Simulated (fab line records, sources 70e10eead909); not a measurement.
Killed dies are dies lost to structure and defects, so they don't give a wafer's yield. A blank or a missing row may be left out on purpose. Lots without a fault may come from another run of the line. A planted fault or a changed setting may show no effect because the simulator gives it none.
A struck lot beside a sound one | flow nand_harc | 15 steps out of a route of 1159
Sound: wafers L334.1, L334.2, L334.6. Struck: wafers L337.2, L337.3, L337.6. The cause comes at the end.
At each step with rows: each side's tool, then ch and its chambers, then its first start. Under that, the readings that differ: sound wafers | struck wafers | difference of the means | sigmas: that difference in standard deviations of wafers without a fault.
alike: readings whose means differ by less than 2 such deviations, and words and numbers that are the same on both sides. not compared: withheld readings, readings that some wafer has no value for, bounds like >300 that may hide the same value, and numbers for which the record gives no deviation and whose values overlap.
The two part at a step that has a row with sigmas, a row that says differs or no value, or rows on one side only. Numbers that don't overlap but have no deviation are shown without sigmas and don't part them. A reading that every wafer of one side lacks parts them only if that side has two wafers or more.

first, 7 steps without rows for these wafers: NHARC_P_ZERO_WELL_HMDS_45 (time 30 s); NHARC_P_ZERO_WELL_COAT_46; NHARC_P_ZERO_WELL_SOFTBAKE_47 (time 95 s); NHARC_P_ZERO_WELL_EBR_48; NHARC_P_ZERO_WELL_EXPOSE_49 (exposes mask P HVPW, target cd 2000 nm); NHARC_P_ZERO_WELL_PEB_50 (peb time 85 s); NHARC_P_ZERO_WELL_DEVELOP_51 (time 70 s).
NHARC_P_ZERO_WELL_CD_MEAS_52: target cd 2000 nm.
  sound on cd_sem-01 ch 0, day 2 05:53; struck on cd_sem-03 ch 0, day 2 23:40
  alike: cd_nm
then, 1 step without rows for these wafers: NHARC_P_ZERO_WELL_HARDBAKE_53 (time 80 s).
NHARC_P_ZERO_WELL_DESCUM_54: chemistry O2, time 3 s.
  sound on rie_diel-11 ch 0,2,3, day 2 06:02; struck on rie_diel-12 ch 0,1, day 2 23:50
  alike: drypump_motor_current_A, oes_product_au, rf_vpp_V, showerhead_plenum_p_Torr, throttle_valve_pct
  not compared: rf_hours_counter_h
then, 2 steps without rows for these wafers: NHARC_P_ZERO_WELL_IMPLANT_55; NHARC_P_ZERO_WELL_IMPLANT_61.
NHARC_P_ZERO_WELL_STRIP_56: strips in SPM, time 840 s.
  sound on wet_bench-04 ch 5,6,7, day 2 06:37; struck on wet_bench-05 ch 0,1,3, day 3 00:22
  no value came back on the struck wafers for bath_guard_temp_C (C), bath_heat_duty_pct (%); on the sound wafers bath_guard_temp_C (C) reads 129.9 129.8 130.6
then, 1 step without rows for these wafers: NHARC_P_ZERO_WELL_PRECLEAN_68 (cleans in SC1, time 60 s).
-- the record jumps here: 18 days lie between the struck wafers' starts before and after (it left off in module P_ZERO_WELL and takes up again in module END, whose first step shown is number 1159 of the route) --
NHARC_END_SORT_01:
  sound on prober-02 ch 0, day 20 00:17; struck on prober-02 ch 0, day 20 13:37
  reading             | sound    | struck                                                               | difference                   | sigmas
  hold                | - - -    | await_dispo/1.2h/scrap await_dispo/1.2h/scrap await_dispo/1.2h/scrap | no value on the sound wafers |
  killed_at_periphery | 4 10 11  | 657 652 653                                                          | +646                         | +99 or more
  killed_dies         | 19 33 23 | 677 677 677                                                          | +652                         | +59
  alike: killed_at_array, killed_at_other, killed_open, killed_short

WHERE THEY PART
First at NHARC_P_ZERO_WELL_STRIP_56; last, within this record, at NHARC_END_SORT_01.

WHY: what the simulator had put in
Skipped step whole: wet_bench-05, from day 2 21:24 on, at NHARC_P_ZERO_WELL_STRIP_56. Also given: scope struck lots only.
